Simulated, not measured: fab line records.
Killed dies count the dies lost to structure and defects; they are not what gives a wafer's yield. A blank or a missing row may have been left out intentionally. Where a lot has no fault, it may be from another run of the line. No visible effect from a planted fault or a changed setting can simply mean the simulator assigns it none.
Chamber matching || flow nand harc || 4 sister chambers for NHARC_A_BONDPAD_STRIP_15 on rie diel-06
The step strips in O2. 4 wafers are shown with their chamber, then 8 later ones without.

WAFERS WITH THEIR CHAMBER
{"wafer": "L842.3", "chamber": 3, "showerhead plenum p Torr (Torr)": 3.64}
{"wafer": "L847.5", "chamber": 0, "showerhead plenum p Torr (Torr)": 3.52}
{"wafer": "L847.6", "chamber": 1, "showerhead plenum p Torr (Torr)": 3.31}
{"wafer": "L849.3", "chamber": 2, "showerhead plenum p Torr (Torr)": 3.30}

WAFERS WHOSE CHAMBER IS MISSING
{"wafer": "L849.5", "showerhead plenum p Torr (Torr)": 3.64}
{"wafer": "L849.6", "showerhead plenum p Torr (Torr)": 3.52}
{"wafer": "L853.2", "showerhead plenum p Torr (Torr)": 3.52}
{"wafer": "L853.3", "showerhead plenum p Torr (Torr)": 3.64}
{"wafer": "L853.6", "showerhead plenum p Torr (Torr)": 3.52}
{"wafer": "L855.1", "showerhead plenum p Torr (Torr)": 3.63}
{"wafer": "L855.2", "showerhead plenum p Torr (Torr)": 3.31}
{"wafer": "L855.4", "showerhead plenum p Torr (Torr)": 3.30}

WHICH CHAMBER EACH WENT THROUGH
{"wafer": "L849.5", "from the rows above": 3, "in truth": 3}
{"wafer": "L849.6", "from the rows above": 0, "in truth": 0}
{"wafer": "L853.2", "from the rows above": 0, "in truth": 0}
{"wafer": "L853.3", "from the rows above": 3, "in truth": 3}
{"wafer": "L853.6", "from the rows above": 0, "in truth": 0}
{"wafer": "L855.1", "from the rows above": 3, "in truth": 3}
{"wafer": "L855.2", "from the rows above": 1, "in truth": 1}
{"wafer": "L855.4", "from the rows above": 2, "in truth": 2}
8 of 8 placed correctly. From these rows, 0 cannot be placed. Wrongly placed: 0.
How it was worked out, from the rows above alone: a wafer's distance from a chamber is the root of the sum, over the readings, of the square of ((its reading less the chamber's mean) divided by the reading's scatter). The wafer belongs to the nearest chamber; if the next one is less than 2 further off, it can't be placed. A chamber's mean is the mean of its shown wafers. The scatter (one wafer shown for each chamber): square how far every hidden wafer sits from the nearest shown wafer, average those squares and take the square root.
